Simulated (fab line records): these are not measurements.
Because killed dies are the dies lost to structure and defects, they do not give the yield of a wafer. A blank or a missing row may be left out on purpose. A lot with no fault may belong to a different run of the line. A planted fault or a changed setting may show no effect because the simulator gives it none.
Which tool is to blame? | flow nand_harc | 36 wafers from 12 lots sampled at 6 of the route's 1159 steps

== WHAT EACH GAUGE READ, for each wafer ==
NHARC_P_GATE_CD_MEAS_26: target cd 120 nm.
lot  | measured     | on        | cd_nm (nm)
L366 | day 4 16:55  | cd_sem-03 | 119.7 120.0 119.8
L368 | day 5 10:31  | cd_sem-03 | 119.9 119.6 119.5
L370 | day 5 18:31  | cd_sem-02 | 120.3 120.6 119.9
L371 | day 6 06:36  | cd_sem-02 | 119.2 117.5 118.5
L373 | day 6 09:11  | cd_sem-01 | 118.3 118.8 118.1
L372 | day 6 08:35  | cd_sem-02 | 121.1 121.9 120.9
L374 | day 6 18:59  | cd_sem-01 | 120.1 122.1 121.5
L376 | day 7 01:24  | cd_sem-01 | 120.1 120.5 121.7
L377 | day 7 22:35  | cd_sem-03 | 110.0 110.9 110.0
L378 | day 7 21:56  | cd_sem-02 | 120.5 119.6 120.6
L388 | day 10 13:14 | cd_sem-02 | 118.5 118.9 119.1
L389 | day 10 13:42 | cd_sem-01 | 120.2 119.3 122.0

NHARC_P_GATE_CD_MEAS_46: target cd 720 nm.
lot  | measured     | on        | cd_nm (nm)
L366 | day 5 04:50  | cd_sem-03 | 721.8 718.1 719.1
L368 | day 5 22:32  | cd_sem-02 | 721.2 720.1 718.1
L370 | day 6 06:22  | cd_sem-02 | 720.1 718.9 720.1
L371 | day 6 18:33  | cd_sem-01 | 716.7 713.7 721.4
L373 | day 6 21:20  | cd_sem-03 | 723.4 719.9 718.9
L372 | day 6 20:46  | cd_sem-01 | 719.5 718.8 718.2
L374 | day 7 07:01  | cd_sem-03 | 721.0 721.6 719.4
L376 | day 7 13:22  | cd_sem-02 | 719.6 718.1 719.8
L377 | day 8 12:47  | cd_sem-01 | 715.0 715.6 721.9
L378 | day 8 10:06  | cd_sem-03 | 718.3 718.1 723.3
L388 | day 11 01:49 | cd_sem-02 | 718.4 722.6 715.3
L389 | day 11 01:39 | cd_sem-03 | 717.3 719.3 717.1

NHARC_END_SORT_01.
lot  | measured     | on        | killed_at_array | killed_at_other | killed_at_periphery | killed_dies | killed_open | killed_short
L377 | day 22 07:35 | prober-02 | 18              | 2               | 7                   | 27          | 3           | 5

== TOOL THAT RAN EACH LOT (tool first, then ch and the chambers of the sampled wafers, then the start) ==
lot  | NHARC_P_GATE_DESCUM_13            | NHARC_P_GATE_EXPOSE_23             | NHARC_P_GATE_STRIP_108
L366 | rie_diel-13 ch 0,1,2, day 4 00:36 | arfi_scanner-02 ch 0, day 4 16:46  | rie_diel-11 ch 0,2, day 4 17:45
L368 | rie_diel-11 ch 0,1, day 4 20:20   | arfi_scanner-02 ch 0, day 5 10:22  | rie_diel-12 ch 0,2,3, day 5 11:22
L370 | rie_diel-11 ch 0,1, day 5 04:02   | arfi_scanner-02 ch 0, day 5 18:22  | rie_diel-12 ch 0,1, day 5 19:24
L371 | rie_diel-11 ch 0,2,3, day 5 11:28 | arfi_scanner-01 ch 0, day 6 06:28  | rie_diel-12 ch 0,2,3, day 6 07:27
L373 | rie_diel-13 ch 0,1,3, day 5 18:13 | arfi_scanner-02 ch 0, day 6 09:03  | rie_diel-12 ch 1,2, day 6 10:01
L372 | rie_diel-12 ch 0,1,3, day 5 18:15 | arfi_scanner-01 ch 0, day 6 08:27  | rie_diel-12 ch 1,2, day 6 09:34
L374 | rie_diel-11 ch 0,1,3, day 6 04:32 | arfi_scanner-01 ch 0, day 6 18:50  | rie_diel-11 ch 0,1,3, day 6 19:52
L376 | rie_diel-11 ch 1,2,3, day 6 11:07 | arfi_scanner-01 ch 0, day 7 01:16  | rie_diel-11 ch 0,3, day 7 02:13
L377 | rie_diel-11 ch 0,1,3, day 7 06:04 | arfi_scanner-01 ch 0, day 7 22:26  | rie_diel-11 ch 1,3, day 7 23:28
L378 | rie_diel-11 ch 0,1, day 7 06:14   | arfi_scanner-02 ch 0, day 7 21:48  | rie_diel-13 ch 0,1, day 7 22:46
L388 | rie_diel-11 ch 1,2,3, day 9 19:16 | arfi_scanner-02 ch 0, day 10 13:06 | rie_diel-11 ch 0,1,2, day 10 14:43
L389 | rie_diel-11 ch 1,3, day 9 19:26   | arfi_scanner-01 ch 0, day 10 13:34 | rie_diel-11 ch 0,2, day 10 14:35
- NHARC_P_GATE_DESCUM_13: chemistry O2, time 3 s.
- NHARC_P_GATE_EXPOSE_23: exposes mask P GATE, target cd 120 nm.
- NHARC_P_GATE_STRIP_108: strips in O2.

== AS READ BY THE TOOLS THEMSELVES (means over the sampled wafers that have a number; for cases with no such wafer, the mark the record gives instead) ==
NHARC_P_GATE_DESCUM_13.
lot  | tool        | drypump_motor_current_A (A) | o2_flow_sccm (sccm) | oes_product_au (a.u.) | rf_vpp_V (V) | showerhead_plenum_p_Torr (Torr) | throttle_valve_pct (%)
L366 | rie_diel-13 | 5.7                         | 200.0               | 1.008                 | 57.4         | 1.86                            | 11.315
L368 | rie_diel-11 | 6.4                         | 200.4               | 0.996                 | 58.4         | 1.97                            | 11.302
L370 | rie_diel-11 | 6.1                         | 201.0               | 0.989                 | 57.7         | 2.01                            | 11.319
L371 | rie_diel-11 | 5.7                         | 200.0               | 0.994                 | 57.5         | 1.93                            | 11.317
L373 | rie_diel-13 | 5.7                         | 199.9               | 1.010                 | 58.7         | 2.04                            | 11.314
L372 | rie_diel-12 | 5.7                         | 200.5               | 1.009                 | 56.8         | 1.82                            | 11.307
L374 | rie_diel-11 | 6.3                         | 199.7               | 1.000                 | 58.0         | 1.95                            | 11.312
L376 | rie_diel-11 | 5.9                         | 199.9               | 0.993                 | 57.3         | 1.89                            | 11.316
L377 | rie_diel-11 | 6.3                         | 200.5               | 0.994                 | 57.2         | 1.95                            | 11.300
L378 | rie_diel-11 | 6.1                         | 199.8               | 1.001                 | 58.2         | 2.01                            | 11.315
L388 | rie_diel-11 | 5.9                         | 199.9               | 0.985                 | 58.0         | 1.89                            | 11.308
L389 | rie_diel-11 | 6.4                         | 199.7               | 0.988                 | 57.4         | 1.90                            | 11.307

NHARC_P_GATE_STRIP_108.
lot  | tool        | drypump_motor_current_A (A) | o2_flow_sccm (sccm) | oes_product_au (a.u.) | rf_vpp_V (V) | showerhead_plenum_p_Torr (Torr) | throttle_valve_pct (%)
L366 | rie_diel-11 | 5.2                         | 500.0               | 0.979                 | 57.4         | 3.55                            | 17.035
L368 | rie_diel-12 | 5.8                         | 500.3               | 1.007                 | 57.4         | 3.33                            | 17.033
L370 | rie_diel-12 | 5.4                         | 500.7               | 1.004                 | 56.9         | 3.34                            | 17.029
L371 | rie_diel-12 | 5.8                         | 499.4               | 1.002                 | 58.1         | 3.33                            | 17.039
L373 | rie_diel-12 | 6.1                         | 501.8               | 0.995                 | 57.4         | 3.38                            | 17.046
L372 | rie_diel-12 | 6.1                         | 499.6               | 1.005                 | 58.4         | 3.41                            | 17.035
L374 | rie_diel-11 | 6.3                         | 500.3               | 0.997                 | 58.5         | 3.59                            | 17.034
L376 | rie_diel-11 | 6.2                         | 501.5               | 1.007                 | 57.5         | 3.56                            | 17.044
L377 | rie_diel-11 | 6.5                         | 501.9               | 0.998                 | 57.6         | 3.54                            | 17.030
L378 | rie_diel-13 | 5.4                         | 500.6               | 1.019                 | 59.4         | 3.77                            | 17.042
L388 | rie_diel-11 | 5.8                         | 500.2               | 0.997                 | 57.0         | 3.58                            | 17.040
L389 | rie_diel-11 | 5.2                         | 499.4               | 0.994                 | 58.0         | 3.54                            | 17.037

== THE ANSWER, worked out from the rows above alone ==
Rule: the usual values come from the lots themselves. Put in order of their means at a reading, lots are off if they are a third of the lots or fewer, leave a main group of 4 or more, and stand apart from it by a gap of 3 or more times the standard deviation of the main group's means; of several such gaps the widest counts. A main group is skipped when, at the precision printed for the reading in the tables above, its means are all equal. Also off: a lot with no number at a reading for which 4 or more lots have one. The other lots that the step has rows for count as sound. After the gauges, taken in route order, come the tools' own readings; for these a lot's mean is taken, as printed above. At the first step where some lot is off, the reading lying furthest off is the one used; lots without a number count as furthest.
Off at NHARC_P_GATE_CD_MEAS_26 (cd_nm): L377. Mean 119.9 nm and standard deviation 0.99 in the main group.
A tool fits if, at a process step before that reading, it ran every lot that is off, and no sound lot after the first of them. Not tried: the gauges at NHARC_P_GATE_CD_MEAS_26; whatever is off there is also off at NHARC_P_GATE_DESCUM_13, on other tools, and gauge error can't account for it. None of those tried fits.

== WHAT THE SIMULATOR HAD PUT IN ==
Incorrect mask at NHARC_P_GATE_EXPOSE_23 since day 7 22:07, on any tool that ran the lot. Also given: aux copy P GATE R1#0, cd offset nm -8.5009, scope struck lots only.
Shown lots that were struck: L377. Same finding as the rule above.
